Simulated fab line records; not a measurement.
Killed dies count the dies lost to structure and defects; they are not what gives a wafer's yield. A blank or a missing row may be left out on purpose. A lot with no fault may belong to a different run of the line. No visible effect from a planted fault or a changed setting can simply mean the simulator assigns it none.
Matching of chambers -- flow n5_finfet -- 3 sister chambers for N5_BEOL_M3_PRE_CLEAN_60 on cvd_co-02
The step time 15 s. 27 wafers are shown with their chamber, then 12 later ones without.

== WAFERS WITH THEIR CHAMBER ==
wafer,chamber,heater_power_w (W)
L074.1,2,85
L074.2,0,92
L074.4,2,80
L076.2,0,95
L076.3,1,84
L076.5,0,96
L079.2,1,82
L079.3,2,84
L079.6,2,83
L078.1,1,83
L078.2,2,83
L078.6,1,83
L080.2,2,83
L080.3,0,94
L080.6,0,94
L081.2,2,83
L081.5,2,84
L081.6,0,95
L082.1,1,83
L082.3,2,84
L082.4,1,82
L083.1,1,82
L083.2,0,95
L083.4,0,92
L086.2,1,83
L086.4,0,94
L086.6,2,83

SIGNATURES, as means of the wafers listed above
reading,chamber 0,chamber 1,chamber 2,scatter within a chamber
heater_power_w,94.11,82.75,83.20,1.19
Rule: for each reading, subtract the chamber's mean from the wafer's reading, divide by that reading's scatter and square the result; add these up over the readings and take the root, which gives the wafer's distance from the chamber. The wafer belongs to the nearest chamber; if the next one is less than 2 further off, it can't be placed. The scatter: take each reading less its chamber's mean, square it, sum over the shown wafers, divide by the number of wafers less the number of chambers, and take the root.

== WAFERS MISSING THEIR CHAMBER ==
wafer,heater_power_w (W)
L091.1,95
L091.2,81
L091.6,83
L093.1,92
L093.3,84
L093.4,98
L095.4,95
L095.5,85
L095.6,83
L096.4,81
L096.5,84
L096.6,96

== EACH ONE'S CHAMBER ==
wafer,from the rows above,in truth
L091.1,0,0
L091.2,can't be placed: 1 or 2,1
L091.6,can't be placed: 2 or 1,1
L093.1,0,0
L093.3,can't be placed: 2 or 1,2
L093.4,0,0
L095.4,0,0
L095.5,can't be placed: 2 or 1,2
L095.6,can't be placed: 2 or 1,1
L096.4,can't be placed: 1 or 2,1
L096.5,can't be placed: 2 or 1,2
L096.6,0,0
Placed correctly: 5 of 12. Not placeable from these rows: 7 (in 7, the candidates include the true chamber). Number placed wrongly: 0.
